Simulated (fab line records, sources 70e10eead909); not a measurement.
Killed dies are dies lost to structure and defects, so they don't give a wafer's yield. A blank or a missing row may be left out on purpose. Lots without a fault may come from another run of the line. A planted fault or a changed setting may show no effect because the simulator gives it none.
One fault seen from 3 desks | flow nand_harc | each desk has only its own numbers; what lay behind them comes last

THE METROLOGY DESK
What the gauges read, lot by lot, whatever tool the lot ran on: means of the sampled wafers that have a number. A lot is out of limits, marked OUT, if its mean lies more than 4 standard deviations from the usual mean; the brackets give that distance.
Columns: A = cd_nm at NHARC_A_BLC_CD_MEAS_10, usual 100.2 nm
lot  | first seen here | A
L703 | day 24 05:26    | 99.9
L706 | day 25 13:55    | 100.7
L705 | day 25 14:40    | 99.8
L704 | day 25 21:45    | 100.6
L707 | day 26 00:04    | 100.3
L708 | day 27 18:37    | 100.1
L710 | day 27 21:19    | 99.5
L711 | day 28 00:41    | 100.6
L713 | day 28 12:04    | 101.4
L717 | day 31 04:28    | 100.6
L719 | day 31 07:40    | 94.3 (-9.8) OUT
L718 | day 31 11:13    | 94.4 (-9.7) OUT
This desk's finding: out of limits on L718, L719; first on L719, day 31 07:40 (cd_nm at NHARC_A_BLC_CD_MEAS_10). In limits: L703, L706, L705, L704, L707, L708, L710, L711, L713, L717.

THE TOOL OWNER'S DESK: litho_track-06
The tool's own readings at NHARC_A_BLC_PEB_08 (peb time 65 s): means of the sampled wafers that have a number, for each lot that ran on this tool. A lot is out of limits, marked OUT, if its mean lies more than 4 standard deviations from the usual mean; the brackets give that distance.
Columns: A = heater_power_total_W at NHARC_A_BLC_PEB_08, usual 156.6 W; B = plate_temp_C at NHARC_A_BLC_PEB_08, usual 99.99 C
lot  | first seen here | A                | B
L703 | day 24 05:21    | 156.2            | 100.05
L704 | day 25 21:40    | 157.1            | 99.90
L708 | day 27 18:32    | 156.3            | 99.87
L711 | day 28 00:37    | 156.6            | 100.01
L713 | day 28 11:59    | 156.7            | 99.98
L717 | day 31 04:23    | 156.8            | 99.95
L719 | day 31 07:35    | 152.6 (-10) OUT  | 98.40 (-13) OUT
L718 | day 31 11:08    | 152.8 (-9.5) OUT | 98.26 (-14) OUT
This desk's finding: out of limits on L718, L719; first on L719, day 31 07:35 (heater_power_total_W at NHARC_A_BLC_PEB_08). In limits: L703, L704, L708, L711, L713, L717.

THE DEFECT DESK
What the inspections along the route counted, lot by lot: means of the sampled wafers that have a number. A lot is out of limits, marked OUT, if its mean lies more than 4 standard deviations from the usual mean; the brackets give that distance.
Columns: A = raw_defect_count at NHARC_A_BLC_INSPECT_12, usual 87
lot  | first seen here | A
L703 | day 24 05:34    | 66
L706 | day 25 14:02    | 33
L705 | day 25 14:47    | 116
L704 | day 25 21:53    | 129
L707 | day 26 00:11    | 110
L708 | day 27 18:44    | 75
L710 | day 27 21:26    | 116
L711 | day 28 00:49    | 55
L713 | day 28 12:11    | 150
L717 | day 31 04:35    | 80
L719 | day 31 07:47    | 72
L718 | day 31 11:21    | 37
This desk's finding: nothing out of limits on any of the 12 lots.

PUT TOGETHER
The tool owner's desk could have raised an alarm at day 31 07:35, on L718, L719.
The metrology desk could have raised an alarm at day 31 07:40, on L718, L719.
The defect desk saw nothing out of limits.
The defect desk has L718, L719 on record, within its limits.
Of the lots named, all ran NHARC_A_BLC_PEB_08 on litho_track-06.

WHAT THE SIMULATOR HAD PUT IN
Process parameter drift: litho_track-06, from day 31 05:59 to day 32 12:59, at NHARC_A_BLC_PEB_08. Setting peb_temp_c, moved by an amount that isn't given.
Lots struck among those shown: L718, L719.
Hours from the fault's start to each desk's first reading out of limits: the tool owner's desk, 2; the metrology desk, 2.
